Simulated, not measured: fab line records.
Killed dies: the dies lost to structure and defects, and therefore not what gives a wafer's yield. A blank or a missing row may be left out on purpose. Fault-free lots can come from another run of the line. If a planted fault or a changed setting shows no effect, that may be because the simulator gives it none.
Matching of chambers + flow nandHarc + rieDiel-03 running NHARC_A_STAIRCASE_TRIM_220: 4 sister chambers
The step chemistry O2, time 211.2 s. 22 wafers are shown with their chamber, then 11 later ones without.

== WAFERS WITH THEIR CHAMBER ==
| wafer  | chamber | showerheadPlenumPTorr (Torr) | drypumpMotorCurrentA (A) | oesProductAu (a.u.) |
|--------|---------|------------------------------|--------------------------|---------------------|
| L074.1 | 1       | 3.28                         | 6.20                     | 0.986               |
| L074.2 | 2       | 3.38                         | 6.00                     | 1.011               |
| L074.6 | 0       | 3.45                         | 6.16                     | 1.030               |
| L076.3 | 0       | 3.45                         | 6.17                     | 1.027               |
| L076.4 | 3       | 3.72                         | 5.88                     | 0.990               |
| L076.5 | 3       | 3.72                         | 5.91                     | 1.000               |
| L077.1 | 0       | 3.45                         | 6.15                     | 1.018               |
| L077.2 | 3       | 3.72                         | 5.92                     | 1.017               |
| L077.4 | 2       | 3.38                         | 6.01                     | 1.010               |
| L078.2 | 3       | 3.71                         | 5.89                     | 1.018               |
| L078.5 | 3       | 3.71                         | 5.90                     | 1.018               |
| L078.6 | 2       | 3.38                         | 5.99                     | 1.016               |
| L080.2 | 0       | 3.44                         | 6.17                     | 1.012               |
| L080.4 | 1       | 3.27                         | 6.20                     | 0.985               |
| L080.6 | 2       | 3.37                         | 6.00                     | 0.989               |
| L081.1 | 1       | 3.27                         | 6.21                     | 0.983               |
| L081.5 | 1       | 3.27                         | 6.19                     | 0.988               |
| L081.6 | 2       | 3.37                         | 5.97                     | 1.001               |
| L085.2 | 3       | 3.70                         | 5.95                     | 0.994               |
| L085.3 | 2       | 3.36                         | 5.98                     | 0.993               |
| L085.5 | 0       | 3.43                         | 6.16                     | 1.016               |
| L090.1 | 2       | 3.35                         | 5.99                     | 0.991               |

SIGNATURES (averages over the wafers above)
| reading               | chamber 0 | chamber 1 | chamber 2 | chamber 3 | scatter within a chamber |
|-----------------------|-----------|-----------|-----------|-----------|--------------------------|
| showerheadPlenumPTorr | 3.4440    | 3.2725    | 3.3700    | 3.7133    | 0.00921                  |
| drypumpMotorCurrentA  | 6.1620    | 6.2000    | 5.9914    | 5.9083    | 0.0161                   |
| oesProductAu          | 1.02060   | 0.98550   | 1.00157   | 1.00617   | 0.01                     |
Rule: distance of a wafer from a chamber = root of the sum over the readings of ((wafer's reading minus chamber's mean) / reading's scatter) squared. The wafer belongs to the nearest chamber; if the next one is less than 2 further off, it can't be placed. How the scatter is found: for the shown wafers, subtract from each reading the mean of its chamber, square and add these, divide the total by (wafers less chambers), then take the root.

== WAFERS WITH NO CHAMBER GIVEN ==
| wafer  | showerheadPlenumPTorr (Torr) | drypumpMotorCurrentA (A) | oesProductAu (a.u.) |
|--------|------------------------------|--------------------------|---------------------|
| L090.3 | 3.80                         | 6.19                     | 1.010               |
| L090.5 | 3.80                         | 6.17                     | 1.007               |
| L091.4 | 3.42                         | 6.17                     | 1.032               |
| L091.5 | 3.69                         | 5.93                     | 0.995               |
| L091.6 | 3.42                         | 6.16                     | 1.033               |
| L093.2 | 3.35                         | 6.01                     | 1.000               |
| L093.5 | 3.79                         | 6.17                     | 1.006               |
| L093.6 | 3.42                         | 6.16                     | 1.015               |
| L095.1 | 3.34                         | 6.00                     | 0.980               |
| L095.4 | 3.42                         | 6.16                     | 1.022               |
| L095.6 | 3.68                         | 5.90                     | 0.995               |

== WHICH CHAMBER EACH WENT THROUGH ==
| wafer  | from the rows above | in truth                   |
|--------|---------------------|----------------------------|
| L090.3 | 3                   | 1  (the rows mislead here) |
| L090.5 | 3                   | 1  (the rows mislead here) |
| L091.4 | 0                   | 0                          |
| L091.5 | 3                   | 3                          |
| L091.6 | 0                   | 0                          |
| L093.2 | 2                   | 2                          |
| L093.5 | 3                   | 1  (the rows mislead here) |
| L093.6 | 0                   | 0                          |
| L095.1 | 2                   | 2                          |
| L095.4 | 0                   | 0                          |
| L095.6 | 3                   | 3                          |
Correctly placed: 8 of 11. Can't be placed from these rows: 0. Placed wrongly: 3.
